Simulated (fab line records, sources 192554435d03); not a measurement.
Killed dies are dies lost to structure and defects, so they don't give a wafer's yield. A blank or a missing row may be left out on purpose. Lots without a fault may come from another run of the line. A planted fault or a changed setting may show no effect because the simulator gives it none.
Split-lot experiment | flow n5_finfet | 7 lots, 21 wafers read, on a route of 1938 steps

THE SPLIT
At N5_HKMG_FIN_ETCH_55 (etches SOC in N2/H2, target depth 240 nm, time 300 s), the setting bias_w was moved away from the recipe's 150 W on 8 of the 21 wafers read, by -17.5% to +7.3%. The other wafers ran this setting at the recipe's value.

The reading is taken at the split's own step.

THE READING
rf_vpp_V, in V, at N5_HKMG_FIN_ETCH_55 (etches SOC in N2/H2, target depth 240 nm, time 300 s). Fault-free wafers of this fab line usually give 523.8 V, standard deviation 2.3 V.

wafer  | tool, chamber at the split | bias_w as run, W | against the recipe | rf_vpp_V, V | against lot-mates on the recipe
L075.1 | rie_diel-03, 0             | 126.3            | -15.8%             | 472.8       | -53.0
L075.4 | rie_diel-03, 0             | 126.3            | -15.8%             | 474.2       | -51.6
L075.5 | rie_diel-03, 1             | 150              | recipe             | 525.8       | -
L080.3 | rie_diel-06, 2             | 131.8            | -12.1%             | 480.9       | -41.0
L080.4 | rie_diel-06, 0             | 150              | recipe             | 522.0       | -
L080.6 | rie_diel-06, 2             | 150              | recipe             | 521.8       | -
L083.3 | rie_diel-03, 1             | 150              | recipe             | 526.7       | -
L083.5 | rie_diel-03, 0             | 150              | recipe             | 527.7       | -
L083.6 | rie_diel-03, 3             | 150              | recipe             | 524.9       | -
L084.1 | rie_diel-06, 2             | 150              | recipe             | 521.9       | -
L084.2 | rie_diel-06, 1             | 150              | recipe             | 521.9       | -
L084.5 | rie_diel-06, 2             | 150              | recipe             | 521.5       | -
L085.4 | rie_diel-06, 0             | 150              | recipe             | 522.7       | -
L085.5 | rie_diel-06, 0             | 161              | +7.3%              | 546.4       | +23.7
L085.6 | rie_diel-06, 3             | 161              | +7.3%              | 549.4       | +26.7
L090.2 | rie_diel-06, 3             | 150              | recipe             | 524.5       | -
L090.3 | rie_diel-06, 0             | 134.3            | -10.5%             | 486.6       | -38.4
L090.6 | rie_diel-06, 3             | 150              | recipe             | 525.6       | -
L092.1 | rie_diel-03, 3             | 150              | recipe             | 524.9       | -
L092.2 | rie_diel-03, 0             | 123.7            | -17.5%             | 468.5       | -56.4
L092.4 | rie_diel-03, 1             | 123.7            | -17.5%             | 465.7       | -59.2

THE FIT
A straight line over all 21 wafers: rf_vpp_V changes by +3.28 V for each +1% of bias_w; r = +1.00; the points scatter about the line by 2.2 V.
The same after taking each lot's own level away (the mean of its wafers on the recipe; 21 wafers): +3.35 V for each +1%; r = +1.00; scatter 1.2 V.
On that fit, the largest move of bias_w shifts the reading by 59 V.
The lots' own levels span 521.77 to 526.43 V, that is 2.0 times the standard deviation above.
So the lot-to-lot level changes the slope little: the two slopes agree.
Check: with one of the wafers moved furthest among these (-17.5%) left out of the fit, the line predicts -59.3 V for it against its lot-mates. It came out at -56.4 V against them.
Tool readings at the split's step, against how far the setting was moved: rf_vpp_V r = +1.00.

OTHER SPLITS ON THESE WAFERS
These wafers also went through other splits before the reading. Each is held against what the fit with the lots' levels taken away leaves over:
other split on the same wafers       | wafers away from the commonest value | r with rf_vpp_V (lot level and that fit taken away)
N5_SD_EPI_N_EPI_21 epi_growth_time_s | 9                                    | -0.01
N5_HKMG_FIN_EXPOSE_46 dose_mj        | 7                                    | +0.10

THE WHOLE CHAIN: every reading that the file lists as answering this split, in the file's order
step                | what it does                                         | reading                                                                           | change (the file's fit)               | r (the file's)
N5_HKMG_FIN_ETCH_55 | etches SOC in N2/H2, target depth 240 nm, time 300 s | rf_vpp_V                                                                          | +3.37 V for each +1% of the setting   | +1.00
N5_HKMG_FIN_ETCH_55 | etches SOC in N2/H2, target depth 240 nm, time 300 s | HKMG_FIN.feature_depth_nm (the simulator's own value, which no gauge read)        | +1.37 nm for each +1% of the setting  | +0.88
N5_HKMG_FIN_ETCH_55 | etches SOC in N2/H2, target depth 240 nm, time 300 s | etch.depth_nm (the simulator's own value, which no gauge read)                    | +1.37 nm for each +1% of the setting  | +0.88
N5_HKMG_FIN_ETCH_55 | etches SOC in N2/H2, target depth 240 nm, time 300 s | SiARC_of_HKMG_FIN_COAT_42.thk_nm (the simulator's own value, which no gauge read) | -0.178 nm for each +1% of the setting | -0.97

THE FILE'S OWN FIT
rf_vpp_V changes by +3.37 V for each +1% of bias_w, r = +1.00.
